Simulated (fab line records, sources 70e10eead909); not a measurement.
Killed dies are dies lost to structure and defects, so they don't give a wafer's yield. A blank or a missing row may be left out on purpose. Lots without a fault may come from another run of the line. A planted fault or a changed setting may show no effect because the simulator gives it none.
Chamber matching | flow nand_harc | NHARC_A_CONTACT_ETCH_75 on rie_diel-11: 4 sister chambers
The step etches the open film in CF4, target depth 39 nm, time 65 s. 27 wafers are shown with their chamber, then 12 later ones without.

WAFERS WITH THEIR CHAMBER
wafer  | chamber | drypump_motor_current_A (A) | showerhead_plenum_p_Torr (Torr) | rf_vpp_V (V)
L077.2 | 1       | 6.6                         | 1.78                            | 151.3
L077.4 | 1       | 6.6                         | 1.78                            | 150.8
L077.5 | 3       | 6.0                         | 1.73                            | 150.2
L076.2 | 3       | 6.0                         | 1.73                            | 152.4
L076.4 | 1       | 6.6                         | 1.77                            | 150.8
L076.6 | 3       | 5.9                         | 1.73                            | 149.6
L080.1 | 0       | 6.0                         | 1.76                            | 150.5
L080.5 | 1       | 6.6                         | 1.77                            | 152.3
L080.6 | 2       | 5.3                         | 1.83                            | 152.7
L083.1 | 0       | 6.0                         | 1.76                            | 150.8
L083.4 | 3       | 6.0                         | 1.73                            | 150.2
L083.6 | 3       | 6.0                         | 1.73                            | 149.9
L079.1 | 0       | 6.0                         | 1.76                            | 151.5
L079.2 | 2       | 5.3                         | 1.83                            | 151.1
L079.6 | 0       | 6.0                         | 1.76                            | 151.0
L085.1 | 2       | 5.3                         | 1.83                            | 152.5
L085.3 | 3       | 6.0                         | 1.72                            | 150.7
L085.6 | 3       | 5.9                         | 1.72                            | 149.2
L087.2 | 2       | 5.3                         | 1.83                            | 152.8
L087.3 | 3       | 6.0                         | 1.72                            | 150.7
L087.4 | 0       | 6.0                         | 1.76                            | 152.2
L090.2 | 3       | 6.0                         | 1.72                            | 150.2
L090.4 | 2       | 5.3                         | 1.83                            | 151.9
L090.5 | 3       | 6.0                         | 1.72                            | 150.3
L091.1 | 1       | 6.6                         | 1.77                            | 150.7
L091.4 | 2       | 5.3                         | 1.83                            | 152.3
L091.5 | 2       | 5.3                         | 1.83                            | 152.1

SIGNATURES (means of the wafers above)
reading                  | chamber 0 | chamber 1 | chamber 2 | chamber 3 | scatter within a chamber
drypump_motor_current_A  | 6.000     | 6.600     | 5.300     | 5.980     | 0.0264
showerhead_plenum_p_Torr | 1.7600    | 1.7740    | 1.8300    | 1.7250    | 0.00401
rf_vpp_V                 | 151.200   | 151.180   | 152.200   | 150.340   | 0.728
Rule: a wafer's distance from a chamber is the root of the sum, over the readings, of the square of ((its reading less the chamber's mean) divided by the reading's scatter). The wafer belongs to the nearest chamber; if the next one is less than 2 further off, it can't be placed. The scatter: the root of (the sum of the squares of (reading less its chamber's mean) over the shown wafers, divided by (wafers less chambers)).

WAFERS WITHOUT THEIR CHAMBER
wafer  | drypump_motor_current_A (A) | showerhead_plenum_p_Torr (Torr) | rf_vpp_V (V)
L092.1 | 6.0                         | 1.76                            | 151.0
L092.3 | 6.5                         | 1.77                            | 151.6
L092.5 | 6.0                         | 1.76                            | 151.6
L093.1 | 6.0                         | 1.72                            | 151.3
L093.3 | 5.3                         | 1.83                            | 151.8
L093.4 | 6.6                         | 1.77                            | 151.3
L095.2 | 6.0                         | 1.76                            | 151.0
L095.4 | 5.3                         | 1.83                            | 151.1
L095.6 | 5.3                         | 1.83                            | 151.5
L097.2 | 5.3                         | 1.82                            | 152.2
L097.4 | 6.6                         | 1.77                            | 151.5
L097.6 | 5.3                         | 1.82                            | 152.4

WHICH CHAMBER EACH WENT THROUGH
wafer  | from the rows above | in truth
L092.1 | 0                   | 0
L092.3 | 1                   | 1
L092.5 | 0                   | 0
L093.1 | 3                   | 3
L093.3 | 2                   | 2
L093.4 | 1                   | 1
L095.2 | 0                   | 0
L095.4 | 2                   | 2
L095.6 | 2                   | 2
L097.2 | 2                   | 2
L097.4 | 1                   | 1
L097.6 | 2                   | 2
Placed correctly: 12 of 12. Can't be placed from these rows: 0. Placed wrongly: 0.
